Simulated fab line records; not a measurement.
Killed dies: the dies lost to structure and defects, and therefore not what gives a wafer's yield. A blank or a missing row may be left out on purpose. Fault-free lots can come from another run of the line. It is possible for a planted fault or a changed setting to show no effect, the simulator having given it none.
The tool behind it: which one?    flow n5Finfet    19 wafers from 7 lots sampled at 4 of the route's 1938 steps

WHAT EACH GAUGE READ, for each wafer
N5_BEOL_M10_OCD_MEAS_38.
lot   measured      on      trenchDepthNm (nm)
L279  day 11 22:33  ocd-02  143.3 145.1 149.5
L281  day 12 12:17  ocd-02  147.8 147.2 144.9
L286  day 14 09:43  ocd-02  147.3 144.0 146.4
L297  day 17 01:20  ocd-01  147.1 130.9
L296  day 17 06:34  ocd-02  141.9 127.3
L301  day 17 20:12  ocd-02  149.8 145.3 150.8
L302  day 18 03:13  ocd-01  143.3 144.8 144.1

WHICH TOOL RAN EACH LOT (tool, then ch and the chambers of the sampled wafers, then the start)
lot   N5_BEOL_M10_ETCH_62                N5_BEOL_M10_TRENCH_ETCH_37         N5_BEOL_M10_ETCH_41
L279  rieDiel-03 ch 0,2,3, day 11 21:05  rieDiel-01 ch 0,1,2, day 11 22:22  rieDiel-01 ch 0,1,3, day 11 22:33 or earlier
L281  rieDiel-04 ch 0,2,3, day 12 10:18  rieDiel-04 ch 1,2,3, day 12 12:06  rieDiel-04 ch 1,2,3, day 12 12:17 or earlier
L286  rieDiel-04 ch 0,1,2, day 14 07:48  rieDiel-04 ch 0,2,3, day 14 09:31  rieDiel-04 ch 0,2,3, day 14 09:43 or earlier
L297  rieDiel-04 ch 2, day 16 23:51      rieDiel-04 ch 1,2, day 17 01:10    rieDiel-04 ch 1,2, day 17 01:20 or earlier
L296  rieDiel-04 ch 1,2, day 17 03:07    rieDiel-04 ch 0,1, day 17 06:23    rieDiel-04 ch 0,1, day 17 06:34 or earlier
L301  rieDiel-03 ch 0,1,3, day 17 17:59  rieDiel-01 ch 0,1, day 17 20:01    rieDiel-01 ch 0,1, day 17 20:12 or earlier
L302  rieDiel-03 ch 1,3, day 18 00:35    rieDiel-03 ch 1,2, day 18 03:02    rieDiel-03 ch 1,2, day 18 03:13 or earlier
- N5_BEOL_M10_ETCH_62: etches SOC in N2/H2, target depth 110 nm, overetch 22 nm, time 165 s.
- N5_BEOL_M10_TRENCH_ETCH_37: etches SiCOH lowk in C4F6/O2, target depth 148.83 nm, time 48 s.
- N5_BEOL_M10_ETCH_41: etches SiCN in CH3F/O2, target depth 42.6 nm, time 86 s.

THE ANSWER, worked out from the rows above alone
Rule: the lots themselves supply what counts as usual. Put in order of their means at a reading, lots are off if they are a third of the lots or fewer, leave a main group of 4 or more, and stand apart from it by a gap of 3 or more times the standard deviation of the main group's means; of several such gaps the widest counts. Not used: any main group whose means are identical at the precision the tables above print for the reading. Also off: a lot with no number at a reading for which 4 or more lots have one. Where the step has rows for the other lots, those lots are counted as sound.
Off, at N5_BEOL_M10_OCD_MEAS_38 on trenchDepthNm: L297, L296. Mean 146.2 nm and standard deviation 1.5 in the main group.
If a tool, at a process step before that reading, ran all the lots that are off and no sound lot after the first of them, it fits. The gauges at N5_BEOL_M10_OCD_MEAS_38 are tried like those tools. With no start given for some of its lots, N5_BEOL_M10_ETCH_41 uses the hours and lot order of N5_BEOL_M10_OCD_MEAS_38. One fits: rieDiel-04 at N5_BEOL_M10_ETCH_62 and N5_BEOL_M10_TRENCH_ETCH_37 and N5_BEOL_M10_ETCH_41. At N5_BEOL_M10_ETCH_62 its last sound lot is L286 (day 14 07:48), its first lot that is off L297 (day 16 23:51): a fault that began between those two fits.

WHAT THE SIMULATOR HAD PUT IN
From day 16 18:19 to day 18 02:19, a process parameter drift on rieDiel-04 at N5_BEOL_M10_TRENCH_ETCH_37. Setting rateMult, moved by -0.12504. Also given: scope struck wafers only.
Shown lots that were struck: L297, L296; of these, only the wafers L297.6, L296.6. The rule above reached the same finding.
